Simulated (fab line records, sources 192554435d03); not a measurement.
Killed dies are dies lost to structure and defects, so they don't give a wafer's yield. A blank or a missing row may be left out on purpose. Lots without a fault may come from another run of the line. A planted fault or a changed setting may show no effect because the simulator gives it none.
Chamber matching | flow n5_finfet | N5_BEOL_M1_DESCUM_33 on rie_diel-03: 4 sister chambers
The step chemistry O2, time 7 s. 16 wafers are shown with their chamber, then 8 later ones without.

WAFERS WITH THEIR CHAMBER
wafer  | chamber | drypump_motor_current_A (A) | showerhead_plenum_p_Torr (Torr) | oes_product_au (a.u.)
L074.3 | 1       | 6.09                        | 2.06                            | 0.92
L074.4 | 3       | 5.33                        | 1.98                            | 0.72
L074.6 | 3       | 5.32                        | 1.98                            | 0.72
L075.3 | 3       | 5.28                        | 1.98                            | 0.73
L075.4 | 2       | 5.40                        | 1.94                            | 0.80
L075.5 | 1       | 6.12                        | 2.06                            | 0.91
L077.1 | 1       | 6.09                        | 2.06                            | 0.91
L077.4 | 0       | 5.47                        | 1.94                            | 0.77
L077.5 | 3       | 5.32                        | 1.98                            | 0.72
L081.1 | 3       | 5.29                        | 1.98                            | 0.72
L081.3 | 0       | 5.44                        | 1.93                            | 0.77
L081.4 | 1       | 6.11                        | 2.05                            | 0.89
L083.1 | 3       | 5.29                        | 1.98                            | 0.71
L083.5 | 0       | 5.44                        | 1.93                            | 0.77
L083.6 | 3       | 5.31                        | 1.98                            | 0.71
L085.2 | 0       | 5.46                        | 1.93                            | 0.76

SIGNATURES (means of the wafers above)
reading                  | chamber 0 | chamber 1 | chamber 2 | chamber 3 | scatter within a chamber
drypump_motor_current_A  | 5.4525    | 6.1025    | 5.4000    | 5.3057    | 0.0171
showerhead_plenum_p_Torr | 1.9325    | 2.0575    | 1.9400    | 1.9800    | 0.00354
oes_product_au           | 0.7675    | 0.9075    | 0.8000    | 0.7186    | 0.00835
Rule: a wafer's distance from a chamber is the root of the sum, over the readings, of the square of ((its reading less the chamber's mean) divided by the reading's scatter). The wafer belongs to the nearest chamber; if the next one is less than 2 further off, it can't be placed. The scatter: the root of (the sum of the squares of (reading less its chamber's mean) over the shown wafers, divided by (wafers less chambers)).

WAFERS WITHOUT THEIR CHAMBER
wafer  | drypump_motor_current_A (A) | showerhead_plenum_p_Torr (Torr) | oes_product_au (a.u.)
L085.3 | 5.41                        | 1.93                            | 0.76
L085.4 | 6.07                        | 2.05                            | 0.88
L093.1 | 5.28                        | 1.97                            | 0.70
L093.3 | 6.09                        | 2.05                            | 0.86
L093.6 | 6.11                        | 2.05                            | 0.86
L097.4 | 5.30                        | 1.97                            | 0.70
L097.5 | 5.33                        | 1.97                            | 0.70
L097.6 | 5.42                        | 1.92                            | 0.75

WHICH CHAMBER EACH WENT THROUGH
wafer  | from the rows above | in truth
L085.3 | 0                   | 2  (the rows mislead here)
L085.4 | 1                   | 1
L093.1 | 3                   | 3
L093.3 | 1                   | 1
L093.6 | 1                   | 1
L097.4 | 3                   | 3
L097.5 | 3                   | 3
L097.6 | 0                   | 0
Placed correctly: 7 of 8. Can't be placed from these rows: 0. Placed wrongly: 1.
